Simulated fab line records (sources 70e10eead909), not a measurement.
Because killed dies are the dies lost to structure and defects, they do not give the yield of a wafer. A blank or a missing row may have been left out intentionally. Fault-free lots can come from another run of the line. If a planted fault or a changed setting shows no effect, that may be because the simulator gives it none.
Matching of chambers    flow nand_harc    rie_diel-12 running NHARC_P_GATE_STRIP_101: 4 sister chambers
The step strips in O2, time 20 s. 4 wafers are shown with their chamber, then 10 later ones without.

## WAFERS, EACH WITH ITS CHAMBER
wafer   chamber  showerhead_plenum_p_Torr (Torr)
L855.4  3        3.66
L855.6  0        3.31
L859.1  2        3.77
L859.3  1        3.41

## WAFERS WITHOUT THEIR CHAMBER
wafer   showerhead_plenum_p_Torr (Torr)
L859.4  3.31
L860.1  3.66
L860.3  3.41
L860.5  3.31
L858.3  3.66
L858.5  3.77
L858.6  3.66
L866.1  3.65
L866.3  3.30
L866.6  3.30

## WHICH CHAMBER EACH WENT THROUGH
wafer   from the rows above  in truth
L859.4  0                    0
L860.1  3                    3
L860.3  1                    1
L860.5  0                    0
L858.3  3                    3
L858.5  2                    2
L858.6  3                    3
L866.1  3                    3
L866.3  0                    0
L866.6  0                    0
10 of 10 placed correctly. Not placeable from these rows: 0. Number placed wrongly: 0.
How it was worked out, from the rows above alone: a wafer's distance from a chamber is the root of the sum, over the readings, of the square of ((its reading less the chamber's mean) divided by the reading's scatter). If the next closest chamber is less than 2 further off than the closest, the wafer can't be placed; otherwise it belongs to the closest. Each chamber's mean is taken over the wafers shown for it. The scatter (one wafer shown for each chamber): square how far every hidden wafer sits from the nearest shown wafer, average those squares and take the square root.
